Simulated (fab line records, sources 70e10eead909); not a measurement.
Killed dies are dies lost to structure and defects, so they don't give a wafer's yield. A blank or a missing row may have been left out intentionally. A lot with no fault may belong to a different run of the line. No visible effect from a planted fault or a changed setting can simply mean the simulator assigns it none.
A lot that was struck, set against a sound lot	flow nand-harc	15 steps out of a route of 1302
Sound: the wafers L547.1, L547.3, L547.5. Struck: wafers L557.1, L557.3. (L557.5 of the same lot was not struck and is left out.) The cause comes at the end.
Each step with rows lists, per side, the tool, then ch with its chambers, then its first start. Under that, the readings that differ: sound wafers	struck wafers	difference of the means	sigmas: that difference in standard deviations of wafers without a fault.
alike: same words and numbers on both sides, and readings whose means sit less than 2 such deviations apart. not compared: any withheld reading, any reading some wafer has no value for, any bound like >300 that may hide the same value, and any number with overlapping values for which the record gives no deviation.
A row with sigmas, a row that says differs or no value, or rows on one side alone: a step with any of these is where the two part. Numbers that don't overlap but have no deviation are shown without sigmas and don't part them. A reading that every wafer of one side lacks parts them only if that side has two wafers or more.

first, 8 steps without rows for these wafers: NHARC_P_M0_HMDS_02 (time 30 s); NHARC_P_M0_COAT_33 (time 65 s); NHARC_P_M0_COAT_03 (resist thk 90 nm); NHARC_P_M0_SOFTBAKE_04 (time 55 s); NHARC_P_M0_EBR_05; NHARC_P_M0_EXPOSE_06 (exposes mask P M0, target cd 90 nm); NHARC_P_M0_PEB_07 (peb time 65 s); NHARC_P_M0_DEVELOP_08 (develop time 35 s).
NHARC_P_M0_CD_MEAS_09: target cd 90 nm.
  sound on cd-sem-02 ch 0, day 10 23:31; struck on cd-sem-03 ch 0, day 14 22:01
  alike: cd-nm
NHARC_P_M0_OVL_MEAS_10: pitch 180 nm.
  sound on overlay-01 at day 10 23:37; struck on overlay-02 at day 14 22:06
reading	sound	struck	difference	sigmas
overlay-y-nm (nm)	-0.9 -0.6 -1.0	1.6 1.3	+2.3	+3
  alike: overlay-x-nm
NHARC_P_M0_INSPECT_11:
  sound on defect-inspect-02 at day 10 23:39; struck on defect-inspect-01 at day 14 22:08
reading	sound	struck	difference	sigmas
raw-defect-count	2 5 1	8 8	+5	+2
NHARC_P_M0_DESCUM_14: chemistry O2, time 3 s.
  sound on rie-diel-07 ch 2,3, day 10 23:43; struck on rie-diel-02 ch 2,3, day 14 22:13
  alike: drypump-motor-current-A, oes-product-au, rf-vpp-V, showerhead-plenum-p-Torr, throttle-valve-pct
  not compared: rf-hours-counter-h
NHARC_P_M0_ETCH_34: etches the open film in N2/H2, target depth 40 nm, overetch 12 nm, time 43.94 s.
  sound on rie-diel-07 ch 0,1,2, day 10 23:48; struck on rie-diel-02 ch 2,3, day 14 22:17
reading	sound	struck	difference	sigmas
run-length-s (s)	64.8 65.4 65.3	52.3 52.0	-13.0	-30
  alike: drypump-motor-current-A, n2-flow-sccm, oes-product-au, rf-vpp-V, showerhead-plenum-p-Torr, throttle-valve-pct
  not compared: rf-hours-counter-h
NHARC_P_M0_ETCH_15: etches the open film in C4F8/Ar, target depth 150 nm, overetch 15 nm, time 82.5 s.
  sound: rie-diel-07 ch 0,2,3; struck: rie-diel-02 ch 0,1
  alike: oes-product-au, rf-vpp-V, run-length-s
  not compared: rf-hours-counter-h
after that, 1 step had no rows for these wafers: NHARC_END_SORT_01.

## WHERE THEY PART
First at NHARC_P_M0_OVL_MEAS_10; last, within this record, at NHARC_P_M0_ETCH_34. Later steps at which nothing parts them and some readings are alike: NHARC_P_M0_ETCH_15.

WHY: the cause the simulator had injected
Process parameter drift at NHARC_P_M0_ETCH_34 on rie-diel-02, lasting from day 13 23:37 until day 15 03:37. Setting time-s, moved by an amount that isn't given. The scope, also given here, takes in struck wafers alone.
